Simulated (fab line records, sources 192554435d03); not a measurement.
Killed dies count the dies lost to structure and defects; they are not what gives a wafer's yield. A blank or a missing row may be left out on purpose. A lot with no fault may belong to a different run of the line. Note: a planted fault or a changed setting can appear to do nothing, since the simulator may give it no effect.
fab line records	flow n5Finfet
record lots=7	wafers=39
route steps=1938 shown DUMMY_GATE@220 HKMG_FIN@406
startH: hours from the record's opening day to when the first of the lot's shown wafers began	waitH: hours elapsed since this lot's preceding step	" repeats the value in the row above	L1.1+2: one row covering several wafers at once	- no value present, or no start provided	* or withheld: withheld	< > ~ a bound
route shown NAME@n: a module of which the file shows steps, and the number in the route of the first	usual: the fault-free wafers' mean and standard deviation	same: alike in all rows	chamber/n: place in a boat	sites: the reading at each site	_std_site: their standard deviation	_edge_site: mean of outer sites minus mean of inner sites	radiusMm: for every site, how far away it sits from the centre of the wafer	mask NAME#n: copy n	behind: tool/chamber where the wafer was last shaped	hold: the reason the lot was held/the length of the hold in hours/how it ended	device: names the non-switching transistor (n, p or np)	end of line: the tests these same wafers got at the end of their route	for a step that has no rows: nothing shown but its recipe	killed: count of dies lost to structure and defects at first sort (not the wafer's yield)	map: a wafer's dies, marking killed ones x, the rest . and places with no die _
set.NAME: setting as actually run; set.NAME@STEP: the setting as run at that earlier step	model.NAME: the simulator's own value behind a step, which no gauge read
lots where settings were altered on purpose, with a table for each step and a row for each wafer
## steps
# step N5_DUMMY_GATE_HM_DEP_06
# recipe material=SiNx	targetThkA=800	precursor=DCS/NH3	tempC=700	pressureMtorr=300	timeS=5141
lot.wafer	tool	chamber	startH	waitH	set.targetThkA	model.SiNx_of_DUMMY_GATE_HM_DEP_06.thkNm
L076.1+6	-	-	-	3.4	761.4	76.2
L076.2+3	"	-	"	"	761.4	76.6
L076.4	"	-	"	"	761.4	76.4
L076.5	"	-	"	"	761.4	76.8
L078.1	-	-	-	0.0	727	72.2
L078.2	"	-	"	"	727	73
L078.3+6	"	-	"	"	727	72.8
L078.4+5	"	-	"	"	727	72.4
L081.1	-	-	-	0.0	699.6	71.4
L081.2+3	"	-	"	"	699.6	70.2
L081.4+5	"	-	"	"	699.6	71
L081.6	"	-	"	"	699.6	70.4
L090.2	lpcvd-02	1/45	138.70	0.0	800	79.8
L090.4	"	1/54	"	"	800	80
L090.6	"	1/64	"	"	800	79
L091.1	-	-	-	0.0	800	79.2
L091.2	"	-	"	"	800	79.8
L091.3	"	-	"	"	800	78.4
L091.4	"	-	"	"	800	79
L091.5	"	-	"	"	800	79.6
L091.6	"	-	"	"	800	79.4
L096.1	-	-	-	0.0	800	80
L096.2+4+6	"	-	"	"	800	79.8
L096.3	"	-	"	"	800	79.4
L096.5	"	-	"	"	800	80.4
L097.1+3	-	-	-	0.0	760.4	75.8
L097.2	"	-	"	"	760.4	76.2
L097.4+5+6	"	-	"	"	760.4	76.4
# step N5_DUMMY_GATE_EXPOSE_12
# recipe maskId=GATE	na=0.33	sourceShape=annular	sigmaInner=0.2	sigmaOuter=0.6	polarization=unpolarized	targetCdNm=25	doseMj=34
lot.wafer	tool	chamber	startH	waitH	mask	set.doseMj
L076.1+3+5	euvScanner-01	0	62.14	-	GATE#0	33.21
L076.2+4+6	"	0	"	"	GATE#0	34
L078.1+5+6	euvScanner-01	0	69.90	-	GATE#0	34
L078.2+3+4	"	0	"	"	GATE#0	36.28
L081.1+2+4	euvScanner-02	0	89.79	-	GATE#0	36.04
L081.3+5+6	"	0	"	"	GATE#0	34
L090.2+4+6	euvScanner-02	0	142.98	-	GATE#0	34
L091.1+3+5	euvScanner-01	0	148.73	-	GATE#0	32.87
L091.2+4+6	"	0	"	"	GATE#0	34
L096.1+3+4	euvScanner-01	0	179.87	-	GATE#0	34
L096.2+5+6	"	0	"	"	GATE#0	32.87
L097.1+5+6	euvScanner-01	0	184.01	-	GATE#0	35.24
L097.2+3+4	"	0	"	"	GATE#0	34
# step N5_DUMMY_GATE_PEB_13
# recipe pebTempC=100	pebTimeS=60	resist=CAR-EUV
# step N5_DUMMY_GATE_DEVELOP_14
# recipe developTimeS=30	developer=TMAH	resist=CAR-EUV	rinseLiquid=surfactantRinse	dry=airSpin	devTempC=23
# step N5_DUMMY_GATE_CD_MEAS_15
# recipe targetCdNm=25.8	landingEnergyEv=500	detector=seInlens
# usual cdNm=25.03/0.23
lot.wafer	tool	chamber	startH	waitH	set.doseMj@DUMMY_GATE_EXPOSE_12	cdNm
L076.1	cdSem-02	0	62.27	-	33.21	25.18
L076.2	"	0	"	"	34	25.21
L076.3	"	0	"	"	33.21	25.74
L076.4	"	0	"	"	34	24.62
L076.5	"	0	"	"	33.21	25.46
L076.6	"	0	"	"	34	24.76
L078.1	cdSem-03	0	70.03	-	34	25.25
L078.2	"	0	"	"	36.28	23.80
L078.3	"	0	"	"	36.28	23.68
L078.4	"	0	"	"	36.28	23.94
L078.5	"	0	"	"	34	25.32
L078.6	"	0	"	"	34	25.17
L081.1	cdSem-01	0	89.93	-	36.04	23.86
L081.2	"	0	"	"	36.04	24.02
L081.3	"	0	"	"	34	24.96
L081.4	"	0	"	"	36.04	23.88
L081.5	"	0	"	"	34	25.12
L081.6	"	0	"	"	34	24.98
L090.2	cdSem-02	0	143.10	-	34	25.08
L090.4	"	0	"	"	34	25.00
L090.6	"	0	"	"	34	25.04
L091.1	cdSem-03	0	148.85	-	32.87	26.19
L091.2	"	0	"	"	34	25.15
L091.3	"	0	"	"	32.87	25.66
L091.4	"	0	"	"	34	25.31
L091.5	"	0	"	"	32.87	25.89
L091.6	"	0	"	"	34	25.33
L096.1	cdSem-01	0	180.00	-	34	25.09
L096.2	"	0	"	"	32.87	25.96
L096.3	"	0	"	"	34	24.82
L096.4	"	0	"	"	34	24.79
L096.5	"	0	"	"	32.87	25.76
L096.6	"	0	"	"	32.87	25.81
L097.1	cdSem-03	0	184.14	-	35.24	24.28
L097.2	"	0	"	"	34	24.85
L097.3	"	0	"	"	34	24.46
L097.4	"	0	"	"	34	25.03
L097.5	"	0	"	"	35.24	24.82
L097.6	"	0	"	"	35.24	24.04
# step N5_DUMMY_GATE_ETCH_37
# recipe chemistry=N2/H2	target=SOC	targetDepthA=600	overetchA=300	tempC=40	ionEnergyEv=200	pressureMtorr=30	sourceW=840	biasW=150	n2FlowSccm=200	h2FlowSccm=200
# usual rfVppV=523.2/2.4
lot.wafer	tool	chamber	startH	waitH	set.sourceW	rfVppV
L076.1	rieDiel-04	1	62.83	0.0	793.2	528.9
L076.2	"	2	"	"	793.2	537.9
L076.3	"	0	"	"	840	523.5
L076.4	"	3	"	"	793.2	533.7
L076.5	"	0	"	"	840	523.6
L076.6	"	1	"	"	840	521.0
L078.1	rieDiel-04	0	70.31	0.0	794.2	532.9
L078.2	"	1	"	"	840	521.6
L078.3	"	3	"	"	794.2	533.6
L078.4	"	2	"	"	840	528.2
L078.5	"	1	"	"	794.2	528.9
L078.6	"	2	"	"	840	528.0
L081.1	rieDiel-04	3	90.31	0.0	840	524.4
L081.2	"	1	"	"	720.4	546.6
L081.3	"	2	"	"	720.4	553.4
L081.4	"	1	"	"	840	518.8
L081.5	"	3	"	"	720.4	551.5
L081.6	"	2	"	"	840	526.7
L090.2	rieDiel-02	0	144.86	0.0	840	526.8
L090.4	"	1	"	"	840	521.0
L090.6	"	2	"	"	840	523.6
L091.1	rieDiel-02	3	149.13	0.0	683.5	560.1
L091.2	"	1	"	"	840	520.2
L091.3	"	0	"	"	683.5	563.5
L091.4	"	2	"	"	683.5	560.9
L091.5	"	0	"	"	840	525.5
L091.6	"	1	"	"	840	520.3
L096.1	rieDiel-04	0	180.57	0.0	840	522.6
L096.2	"	2	"	"	840	527.5
L096.3	"	3	"	"	840	523.6
L096.4	"	1	"	"	840	520.7
L096.5	"	3	"	"	840	523.3
L096.6	"	2	"	"	840	526.8
L097.1	rieDiel-06	2	184.41	0.0	750.2	545.8
L097.2	"	1	"	"	840	519.9
L097.3	"	0	"	"	840	522.2
L097.4	"	3	"	"	750.2	541.9
L097.5	"	0	"	"	840	522.7
L097.6	"	1	"	"	750.2	539.6
# step N5_DUMMY_GATE_STRIP_38
# recipe chemistry=N2/H2	tempC=40	n2FlowSccm=200	h2FlowSccm=200	rfFrequencyHz=6e+07
# step N5_DUMMY_GATE_STRIP_39
# recipe chemistry=N2/H2	tempC=40	n2FlowSccm=200	h2FlowSccm=200	rfFrequencyHz=6e+07
# step N5_DUMMY_GATE_TRIM_49
# recipe chemistry=O2	resist=SOC	timeS=29	targetCdNm=14	sourcePowerW=300	biasPowerW=0	O2_flow_sccm=100	tempC=20
lot.wafer	tool	chamber	startH	waitH	set.doseMj@DUMMY_GATE_EXPOSE_12	model.DUMMY_GATE.cdNm
L076.1+5	rieSi-06	3,2	62.91	0.0	33.21	14.2
L076.2	"	2	"	"	34	14
L076.3	"	0	"	"	33.21	14.6
L076.4	"	1	"	"	34	13.8
L076.6	"	3	"	"	34	13.6
L078.1	rieSi-04	1	70.39	0.0	34	14.6
L078.2+3	"	3,2	"	"	36.28	12.6
L078.4	"	0	"	"	36.28	13.4
L078.5+6	"	1,0	"	"	34	14.4
L081.1	rieSi-06	3	90.39	0.0	36.04	13.2
L081.2	"	0	"	"	36.04	13.4
L081.3	"	2	"	"	34	14.2
L081.4	"	1	"	"	36.04	13
L081.5	"	2	"	"	34	14.4
L081.6	"	1	"	"	34	14
L090.2	rieSi-02	3	144.94	0.0	34	14
L090.4+6	"	2,1	"	"	34	14.4
L091.1	rieSi-06	0	149.21	0.0	32.87	15.6
L091.2	"	2	"	"	34	14.2
L091.3	"	3	"	"	32.87	16
L091.4	"	1	"	"	34	15.4
L091.5	"	0	"	"	32.87	15.2
L091.6	"	1	"	"	34	14.4
L096.1+3	rieSi-04	3,0	180.65	0.0	34	14
L096.2+5	"	1	"	"	32.87	14.8
L096.4	"	2	"	"	34	13.4
L096.6	"	0	"	"	32.87	15.2
L097.1	rieSi-02	3	184.50	0.0	35.24	13.2
L097.2	"	2	"	"	34	13.8
L097.3	"	0	"	"	34	13.6
L097.4	"	1	"	"	34	14
L097.5	"	3	"	"	35.24	13.4
L097.6	"	0	"	"	35.24	12.8
# step N5_DUMMY_GATE_ETCH_31
# recipe chemistry=C4F6/O2	target=SiO2	maskMaterial=SOC	targetDepthA=825	timeS=27.5	ionEnergyEv=250	pressureMtorr=30	sourceW=345	biasW=185	Ar_flow_sccm=300	C4F6_flow_sccm=10	O2_flow_sccm=10
lot.wafer	tool	chamber	startH	waitH	set.targetDepthA	model.etch.depthNm
L076.1	rieDiel-02	0	63.43	0.2	825	79.54
L076.2	"	2	"	"	777.9	76.28
L076.3	"	1	"	"	825	79.75
L076.4	"	3	"	"	825	81.61
L076.5	"	1	"	"	777.9	75.84
L076.6	"	0	"	"	777.9	74.98
L078.1	rieDiel-06	1	70.59	0.0	825	85.06
L078.2	"	2	"	"	825	84.27
L078.3	"	3	"	"	887.7	88.97
L078.4	"	1	"	"	887.7	91.38
L078.5	"	3	"	"	887.7	88.71
L078.6	"	2	"	"	825	83.64
L081.1	rieDiel-04	2	90.67	0.1	825	79.22
L081.2	"	1	"	"	825	82
L081.3	"	3	"	"	781.9	78.91
L081.4	"	3	"	"	781.9	79.22
L081.5	"	2	"	"	781.9	75.74
L081.6	"	1	"	"	825	82.55
L090.2	rieDiel-04	1	145.34	0.1	825	82.03
L090.4	"	3	"	"	825	83.64
L090.6	"	3	"	"	825	84.04
L091.1	rieDiel-06	3	149.41	0.0	788.7	78.76
L091.2	"	2	"	"	825	81.78
L091.3	"	0	"	"	825	81.7
L091.4	"	1	"	"	788.7	79.82
L091.5	"	3	"	"	788.7	78.89
L091.6	"	2	"	"	825	82.63
L096.1	rieDiel-02	2	180.84	0.0	825	82.03
L096.2	"	3	"	"	787	77.8
L096.3	"	1	"	"	787	75.76
L096.4	"	1	"	"	825	79.48
L096.5	"	2	"	"	787	78.16
L096.6	"	3	"	"	825	81.64
L097.1	rieDiel-04	1	184.70	0.0	906.9	89.07
L097.2	"	2	"	"	906.9	87.69
L097.3	"	0	"	"	825	83.24
L097.4	"	3	"	"	825	83.75
L097.5	"	2	"	"	906.9	87.14
L097.6	"	1	"	"	825	82.44
# step N5_DUMMY_GATE_ETCH_44
# recipe chemistry=HBr/O2	overEtchFrac=0.7	targetDepthA=1275	stopOn=SiO2	ionEnergyEv=60	biasW=20	target=poly-Si	maskMaterial=SiO2	pressureMtorr=20	icpW=400	HBr_flow_sccm=120	O2_flow_sccm=10
lot.wafer	tool	chamber	startH	waitH	set.targetDepthA	set.doseMj@DUMMY_GATE_EXPOSE_12	model.DUMMY_GATE.cdNm
L076.1	rieSi-02	2	63.77	0.0	1275	33.21	15.4
L076.2	"	3	"	"	1439	34	15
L076.3	"	1	"	"	1439	33.21	15.6
L076.4	"	0	"	"	1275	34	14.6
L076.5	"	0	"	"	1439	33.21	15.2
L076.6	"	1	"	"	1275	34	14.8
L078.1	rieSi-04	2	70.93	0.0	1275	34	15.6
L078.2	"	3	"	"	1275	36.28	13.8
L078.3	"	1	"	"	1275	36.28	13.6
L078.4	"	0	"	"	1221	36.28	14.2
L078.5	"	1	"	"	1221	34	15.4
L078.6	"	2	"	"	1221	34	15.6
L081.1+4	rieSi-04	0	91.05	0.1	1275	36.04	14
L081.2	"	1	"	"	1275	36.04	14.2
L081.3	"	1	"	"	1275	34	15.2
L081.5	"	1	"	"	1275	34	15.4
L081.6	"	0	"	"	1275	34	15
L090.2	rieSi-04	0	145.67	0.0	1275	34	15
L090.4+6	"	1,3	"	"	1275	34	15.2
L091.1+3	rieSi-04	1,0	149.74	0.0	1336	32.87	17.2
L091.2	"	3	"	"	1336	34	15.4
L091.4	"	2	"	"	1275	34	16.4
L091.5	"	3	"	"	1275	32.87	16.2
L091.6	"	2	"	"	1275	34	15.6
L096.1	rieSi-02	0	181.18	0.0	1320	34	15.2
L096.2	"	2	"	"	1320	32.87	15.8
L096.3	"	3	"	"	1320	34	14.8
L096.4	"	1	"	"	1275	34	14.4
L096.5+6	"	1,0	"	"	1275	32.87	16
L097.1	rieSi-06	3	185.04	0.0	1275	35.24	14
L097.2	"	0	"	"	1275	34	15.2
L097.3	"	1	"	"	1275	34	14.4
L097.4	"	2	"	"	1275	34	15.6
L097.5	"	0	"	"	1275	35.24	14.8
L097.6	"	1	"	"	1275	35.24	13.8
# step N5_HKMG_FIN_ETCH_58
# recipe chemistry=N2/H2	target=SOC	targetDepthA=2158	ionEnergyEv=50	biasW=13	timeS=741	pressureMtorr=30	sourceW=875	n2FlowSccm=200	h2FlowSccm=200
# usual rfVppV=99.1/0.98
lot.wafer	tool	chamber	startH	waitH	set.biasW	rfVppV
L076.1	rieDiel-03	2	87.12	0.0	11.32	90.5
L076.2	"	3	"	"	11.32	93.2
L076.3	"	1	"	"	13	99.6
L076.4	"	0	"	"	13	100.5
L076.5	"	2	"	"	13	99.9
L076.6	"	3	"	"	11.32	88.9
L078.1	rieDiel-05	3	94.80	0.0	13	98.0
L078.2	"	2	"	"	14.57	107.7
L078.3	"	2	"	"	13	98.5
L078.4	"	3	"	"	14.57	106.3
L078.5	"	2	"	"	14.57	106.5
L078.6	"	3	"	"	13	97.4
L081.1	rieDiel-05	3	114.88	0.0	14.98	107.7
L081.2	"	1	"	"	14.98	109.1
L081.3	"	0	"	"	14.98	108.4
L081.4	"	1	"	"	13	99.4
L081.5	"	0	"	"	13	99.0
L081.6	"	3	"	"	13	98.7
L090.2	rieDiel-01	0	169.62	0.0	13	97.6
L090.4	"	3	"	"	13	97.4
L090.6	"	0	"	"	13	98.2
L091.1	rieDiel-05	2	173.39	0.0	13	99.9
L091.2	"	3	"	"	14.05	104.2
L091.3	"	1	"	"	14.05	103.6
L091.4	"	0	"	"	14.05	105.7
L091.5	"	0	"	"	13	99.4
L091.6	"	3	"	"	13	98.1
L096.1	rieDiel-05	0	205.97	0.0	13	97.8
L096.2	"	3	"	"	13	99.7
L096.3	"	2	"	"	12.06	95.0
L096.4	"	1	"	"	13	98.0
L096.5	"	3	"	"	12.06	93.8
L096.6	"	2	"	"	12.06	94.7
L097.1	rieDiel-01	3	210.36	0.0	13	97.7
L097.2	"	2	"	"	13	97.5
L097.3	"	0	"	"	10.56	86.4
L097.4	"	1	"	"	10.56	86.1
L097.5	"	2	"	"	10.56	86.9
L097.6	"	3	"	"	13	99.3
## key
split step=N5_DUMMY_GATE_HM_DEP_06	setting=targetThkA	stated=800	by=lot
response step=N5_DUMMY_GATE_HM_DEP_06	reading=model.SiNx_of_DUMMY_GATE_HM_DEP_06.thkNm	change=+0.722	per=1%	r=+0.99
split step=N5_DUMMY_GATE_EXPOSE_12	setting=doseMj	stated=34	by=wafer
response step=N5_DUMMY_GATE_CD_MEAS_15	reading=cdNm	change=-0.2	per=1%	r=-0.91
response step=N5_DUMMY_GATE_TRIM_49	reading=model.DUMMY_GATE.cdNm	change=-0.224	per=1%	r=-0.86
response step=N5_DUMMY_GATE_ETCH_44	reading=model.DUMMY_GATE.cdNm	change=-0.245	per=1%	r=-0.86
split step=N5_DUMMY_GATE_ETCH_37	setting=sourceW	stated=840	by=wafer
response step=N5_DUMMY_GATE_ETCH_37	reading=rfVppV	change=-1.99	per=1%	r=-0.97
split step=N5_DUMMY_GATE_ETCH_31	setting=targetDepthA	stated=825	by=wafer
response step=N5_DUMMY_GATE_ETCH_31	reading=model.etch.depthNm	change=+0.632	per=1%	r=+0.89
split step=N5_DUMMY_GATE_ETCH_44	setting=targetDepthA	stated=1275	by=wafer
response none clear
split step=N5_HKMG_FIN_ETCH_58	setting=biasW	stated=13	by=wafer
response step=N5_HKMG_FIN_ETCH_58	reading=rfVppV	change=+0.65	per=1%	r=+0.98
